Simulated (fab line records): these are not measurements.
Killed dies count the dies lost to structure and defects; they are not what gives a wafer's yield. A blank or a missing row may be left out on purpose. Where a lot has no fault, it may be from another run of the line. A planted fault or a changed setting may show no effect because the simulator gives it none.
Matching of chambers / flow n5-finfet / 4 sister chambers for N5_BEOL_M3_ETCH_64 on rie-diel-05
The step etches SOC in N2/H2, target depth 75 nm, overetch 15 nm, time 112.5 s. 20 wafers are shown with their chamber, then 10 later ones without.

== EACH WAFER AND ITS CHAMBER ==
wafer=L076.1; chamber=1; drypump-motor-current-A (A)=5.7; showerhead-plenum-p-Torr (Torr)=2.58; throttle-valve-pct (%)=17.84
wafer=L076.3; chamber=3; drypump-motor-current-A (A)=5.6; showerhead-plenum-p-Torr (Torr)=2.66; throttle-valve-pct (%)=17.72
wafer=L076.4; chamber=0; drypump-motor-current-A (A)=6.2; showerhead-plenum-p-Torr (Torr)=2.41; throttle-valve-pct (%)=18.06
wafer=L077.1; chamber=2; drypump-motor-current-A (A)=5.0; showerhead-plenum-p-Torr (Torr)=2.65; throttle-valve-pct (%)=18.50
wafer=L077.4; chamber=1; drypump-motor-current-A (A)=5.7; showerhead-plenum-p-Torr (Torr)=2.58; throttle-valve-pct (%)=17.85
wafer=L077.6; chamber=0; drypump-motor-current-A (A)=6.2; showerhead-plenum-p-Torr (Torr)=2.41; throttle-valve-pct (%)=18.07
wafer=L078.1; chamber=2; drypump-motor-current-A (A)=5.0; showerhead-plenum-p-Torr (Torr)=2.65; throttle-valve-pct (%)=18.50
wafer=L078.3; chamber=3; drypump-motor-current-A (A)=5.6; showerhead-plenum-p-Torr (Torr)=2.66; throttle-valve-pct (%)=17.72
wafer=L078.6; chamber=2; drypump-motor-current-A (A)=5.0; showerhead-plenum-p-Torr (Torr)=2.65; throttle-valve-pct (%)=18.49
wafer=L081.1; chamber=3; drypump-motor-current-A (A)=5.6; showerhead-plenum-p-Torr (Torr)=2.66; throttle-valve-pct (%)=17.74
wafer=L081.2; chamber=1; drypump-motor-current-A (A)=5.7; showerhead-plenum-p-Torr (Torr)=2.58; throttle-valve-pct (%)=17.87
wafer=L081.3; chamber=2; drypump-motor-current-A (A)=5.0; showerhead-plenum-p-Torr (Torr)=2.65; throttle-valve-pct (%)=18.51
wafer=L083.1; chamber=3; drypump-motor-current-A (A)=5.6; showerhead-plenum-p-Torr (Torr)=2.65; throttle-valve-pct (%)=17.76
wafer=L083.2; chamber=1; drypump-motor-current-A (A)=5.7; showerhead-plenum-p-Torr (Torr)=2.58; throttle-valve-pct (%)=17.88
wafer=L083.4; chamber=0; drypump-motor-current-A (A)=6.2; showerhead-plenum-p-Torr (Torr)=2.40; throttle-valve-pct (%)=18.08
wafer=L086.2; chamber=0; drypump-motor-current-A (A)=6.2; showerhead-plenum-p-Torr (Torr)=2.40; throttle-valve-pct (%)=18.08
wafer=L086.3; chamber=2; drypump-motor-current-A (A)=5.0; showerhead-plenum-p-Torr (Torr)=2.65; throttle-valve-pct (%)=18.52
wafer=L086.4; chamber=1; drypump-motor-current-A (A)=5.7; showerhead-plenum-p-Torr (Torr)=2.58; throttle-valve-pct (%)=17.88
wafer=L088.1; chamber=2; drypump-motor-current-A (A)=5.0; showerhead-plenum-p-Torr (Torr)=2.64; throttle-valve-pct (%)=18.55
wafer=L088.2; chamber=0; drypump-motor-current-A (A)=6.1; showerhead-plenum-p-Torr (Torr)=2.40; throttle-valve-pct (%)=18.08

SIGNATURES (averages over the wafers above)
reading=drypump-motor-current-A; chamber 0=6.180; chamber 1=5.700; chamber 2=5.000; chamber 3=5.600; scatter within a chamber=0.0224
reading=showerhead-plenum-p-Torr; chamber 0=2.4040; chamber 1=2.5800; chamber 2=2.6483; chamber 3=2.6575; scatter within a chamber=0.00417
reading=throttle-valve-pct; chamber 0=18.0740; chamber 1=17.8640; chamber 2=18.5117; chamber 3=17.7350; scatter within a chamber=0.0177
Rule: distance of a wafer from a chamber = root of the sum over the readings of ((wafer's reading minus chamber's mean) / reading's scatter) squared. If the next closest chamber is less than 2 further off than the closest, the wafer can't be placed; otherwise it belongs to the closest. How the scatter is found: for the shown wafers, subtract from each reading the mean of its chamber, square and add these, divide the total by (wafers less chambers), then take the root.

== WAFERS WHOSE CHAMBER IS MISSING ==
wafer=L088.5; drypump-motor-current-A (A)=6.1; showerhead-plenum-p-Torr (Torr)=2.40; throttle-valve-pct (%)=18.09
wafer=L092.1; drypump-motor-current-A (A)=6.2; showerhead-plenum-p-Torr (Torr)=2.40; throttle-valve-pct (%)=18.09
wafer=L092.2; drypump-motor-current-A (A)=5.0; showerhead-plenum-p-Torr (Torr)=2.64; throttle-valve-pct (%)=18.55
wafer=L092.5; drypump-motor-current-A (A)=5.6; showerhead-plenum-p-Torr (Torr)=2.65; throttle-valve-pct (%)=17.77
wafer=L094.2; drypump-motor-current-A (A)=5.6; showerhead-plenum-p-Torr (Torr)=2.65; throttle-valve-pct (%)=17.77
wafer=L094.5; drypump-motor-current-A (A)=5.6; showerhead-plenum-p-Torr (Torr)=2.65; throttle-valve-pct (%)=17.76
wafer=L094.6; drypump-motor-current-A (A)=6.2; showerhead-plenum-p-Torr (Torr)=2.40; throttle-valve-pct (%)=18.09
wafer=L095.1; drypump-motor-current-A (A)=6.2; showerhead-plenum-p-Torr (Torr)=2.40; throttle-valve-pct (%)=18.12
wafer=L095.3; drypump-motor-current-A (A)=5.7; showerhead-plenum-p-Torr (Torr)=2.57; throttle-valve-pct (%)=17.92
wafer=L095.4; drypump-motor-current-A (A)=5.0; showerhead-plenum-p-Torr (Torr)=2.64; throttle-valve-pct (%)=18.56

== WHICH CHAMBER EACH WENT THROUGH ==
wafer=L088.5; from the rows above=0; in truth=0
wafer=L092.1; from the rows above=0; in truth=0
wafer=L092.2; from the rows above=2; in truth=2
wafer=L092.5; from the rows above=3; in truth=3
wafer=L094.2; from the rows above=3; in truth=3
wafer=L094.5; from the rows above=3; in truth=3
wafer=L094.6; from the rows above=0; in truth=0
wafer=L095.1; from the rows above=0; in truth=0
wafer=L095.3; from the rows above=1; in truth=1
wafer=L095.4; from the rows above=2; in truth=2
Correctly placed: 10 of 10. Left unplaced by these rows: 0. 0 placed wrongly.
